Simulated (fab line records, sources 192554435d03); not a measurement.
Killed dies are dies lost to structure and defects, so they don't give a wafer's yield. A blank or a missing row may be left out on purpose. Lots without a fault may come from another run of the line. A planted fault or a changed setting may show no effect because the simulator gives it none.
Which tool did it? | flow n5_finfet | 12 lots, 36 wafers sampled, at 1 step of a route of 1938

WHAT THE GAUGES READ, wafer by wafer
N5_BEOL_M8_CD_MEAS_11: target cd 38.5 nm.
lot  | measured     | on        | cd_nm (nm)
L075 | day 9 15:35  | cd_sem-03 | 38.3 38.0 38.8
L078 | day 9 23:43  | cd_sem-02 | 38.4 38.1 38.2
L079 | day 10 20:52 | cd_sem-03 | 38.2 37.9 37.8
L081 | day 11 13:15 | cd_sem-02 | 38.9 38.7 38.8
L083 | day 12 15:20 | cd_sem-02 | 38.3 38.5 38.5
L086 | day 12 19:08 | cd_sem-02 | 38.2 39.5 38.7
L085 | day 13 08:52 | cd_sem-02 | 38.4 38.1 38.1
L089 | day 14 03:17 | cd_sem-02 | 38.7 39.0 39.0
L091 | day 14 06:56 | cd_sem-01 | 38.1 38.5 37.8
L093 | day 14 14:41 | cd_sem-03 | 38.9 38.8 38.8
L095 | day 14 21:36 | cd_sem-01 | 38.4 38.4 39.0
L097 | day 16 01:05 | cd_sem-03 | 38.8 37.8 39.1

WHICH TOOL RAN EACH LOT (tool, then ch and the chambers of the sampled wafers, then the start)
The record holds no process step before these readings.

THE ANSWER, worked out from the rows above alone
Rule: what is usual is taken from the lots themselves. Put in order of their means at a reading, lots are off if they are a third of the lots or fewer, leave a main group of 4 or more, and stand apart from it by a gap of 3 or more times the standard deviation of the main group's means; of several such gaps the widest counts. A main group whose means are all the same, to the digits that the tables above print for the reading, isn't used. A lot without any number at a reading at which 4 lots or more have one is off too. The other lots that the step has rows for count as sound.
No lot is off at any reading shown: from this, nothing can be told.

WHAT THE SIMULATOR HAD PUT IN
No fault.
